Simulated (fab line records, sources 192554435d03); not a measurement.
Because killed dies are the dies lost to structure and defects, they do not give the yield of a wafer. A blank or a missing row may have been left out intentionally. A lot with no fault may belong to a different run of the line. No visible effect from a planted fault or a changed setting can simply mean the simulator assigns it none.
Which of the tools did it? ; flow n5Finfet ; 10 lots with 30 wafers sampled at 4 steps, on a route of 1938 steps

== WHAT EACH GAUGE READ, for each wafer ==
N5_BEOL_M9_OCD_MEAS_38.
lot;measured;on;trenchDepthNm (nm)
L445;day 10 07:55;ocd-02;150.9 153.2 150.0
L446;day 10 16:06;ocd-02;148.8 146.6 150.3
L447;day 11 02:05;ocd-02;149.2 151.4 148.6
L448;day 11 09:57;ocd-02;144.7 148.1 149.9
L460;day 14 23:52;ocd-01;146.1 151.4 148.8
L463;day 15 04:08;ocd-01;145.7 148.9 146.9
L459;day 15 15:34;ocd-01;143.6 151.0 152.4
L465;day 15 21:13;ocd-01;144.9 144.9 145.5
L462;day 15 23:21;ocd-01;144.6 145.8 149.5
L461;day 15 23:23;ocd-02;149.5 153.2 149.4

== WHICH TOOL RAN EACH LOT (tool, then ch and the chambers of the sampled wafers, then the start) ==
lot;N5_BEOL_M9_ETCH_76;N5_BEOL_M9_VIA_ETCH_34;N5_BEOL_M9_STRIP_80
L445;rieDiel-04 ch 0,2,3, day 10 07:29;rieDiel-04 ch 0,2,3, day 10 07:38;rieDiel-04 ch 0,2,3, day 10 07:55 or earlier
L446;rieDiel-03 ch 0,1,2, day 10 15:40;rieDiel-03 ch 0,1,2, day 10 15:49;rieDiel-03 ch 0,1,2, day 10 16:06 or earlier
L447;rieDiel-03 ch 1,2,3, day 11 01:40;rieDiel-03 ch 1,2,3, day 11 01:48;rieDiel-03 ch 1,2,3, day 11 02:05 or earlier
L448;rieDiel-01 ch 1,2,3, day 11 08:46;rieDiel-01 ch 1,2,3, day 11 08:54;rieDiel-01 ch 1,2,3, day 11 09:57 or earlier
L460;rieDiel-01 ch 0,1,3, day 14 23:26;rieDiel-01 ch 0,1,3, day 14 23:35;rieDiel-01 ch 0,1,3, day 14 23:52 or earlier
L463;rieDiel-03 ch 1,2,3, day 15 03:43;rieDiel-03 ch 1,2,3, day 15 03:52;rieDiel-03 ch 1,2,3, day 15 04:08 or earlier
L459;rieDiel-01 ch 0,2, day 15 15:09;rieDiel-01 ch 0,2, day 15 15:17;rieDiel-01 ch 0,2, day 15 15:34 or earlier
L465;rieDiel-01 ch 1,2,3, day 15 20:47;rieDiel-01 ch 1,2,3, day 15 20:56;rieDiel-01 ch 1,2,3, day 15 21:13 or earlier
L462;rieDiel-03 ch 0,3, day 15 22:56;rieDiel-03 ch 0,3, day 15 23:05;rieDiel-03 ch 0,3, day 15 23:21 or earlier
L461;rieDiel-04 ch 0,3, day 15 22:58;rieDiel-04 ch 0,3, day 15 23:07;rieDiel-04 ch 0,3, day 15 23:23 or earlier
- N5_BEOL_M9_ETCH_76: etches underlayer in N2/H2, target depth 6.5 nm, time 5.2 s.
- N5_BEOL_M9_VIA_ETCH_34: etches SiCOH lowk in C4F6/O2, target depth 182.4 nm, time 68.4 s.
- N5_BEOL_M9_STRIP_80: strips in N2/H2, time 10 s.

== THE ANSWER, worked out from the rows above alone ==
Rule: usual is defined by the lots themselves. Put in order of their means at a reading, lots are off if they are a third of the lots or fewer, leave a main group of 4 or more, and stand apart from it by a gap of 3 or more times the standard deviation of the main group's means; of several such gaps the widest counts. If all means in a main group match to the digits the tables above print for the reading, that group is not used. A lot without any number at a reading at which 4 lots or more have one is off too. All remaining lots with rows at the step are treated as sound.
No lot is off on any of the readings shown, so nothing can be concluded from this.

== WHAT THE SIMULATOR PUT IN ==
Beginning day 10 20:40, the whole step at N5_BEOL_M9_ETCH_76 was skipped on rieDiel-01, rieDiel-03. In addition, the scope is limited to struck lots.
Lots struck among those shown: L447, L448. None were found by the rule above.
